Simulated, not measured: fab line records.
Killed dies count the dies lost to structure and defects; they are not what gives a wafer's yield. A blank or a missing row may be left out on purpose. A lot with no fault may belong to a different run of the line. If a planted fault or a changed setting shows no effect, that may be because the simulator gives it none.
Chamber matching	flow n5-finfet	4 sister chambers for N5_BEOL_M5_STRIP_36 on rie-diel-03
The step strips in N2/H2. 4 wafers are shown with their chamber, then 11 later ones without.

== WAFERS WITH THEIR CHAMBER ==
wafer	chamber	drypump-motor-current-A (A)
L087.4	3	5.4
L090.5	1	4.9
L090.6	0	5.6
L091.1	2	6.6

== WAFERS WITHOUT THEIR CHAMBER ==
wafer	drypump-motor-current-A (A)
L091.4	5.6
L091.5	6.6
L093.2	5.7
L093.4	6.6
L093.6	5.4
L094.1	5.7
L094.2	4.9
L094.6	5.7
L095.1	5.4
L095.5	4.9
L095.6	6.6

== WHICH CHAMBER EACH ONE RAN IN ==
wafer	from the rows above	in truth
L091.4	0	0
L091.5	2	2
L093.2	0	0
L093.4	2	2
L093.6	3	3
L094.1	0	0
L094.2	1	1
L094.6	0	0
L095.1	3	3
L095.5	1	1
L095.6	2	2
Correctly placed: 11 of 11. Can't be placed from these rows: 0. Placed wrongly: 0.
How it was worked out, from the rows above alone: a wafer's distance from a chamber is the root of the sum, over the readings, of the square of ((its reading less the chamber's mean) divided by the reading's scatter). If the next closest chamber is less than 2 further off than the closest, the wafer can't be placed; otherwise it belongs to the closest. For every chamber, the mean is computed from those of its wafers that are shown. The scatter: with one shown wafer a chamber, the root of the mean of the squares of how far each hidden wafer lies from its nearest shown one.
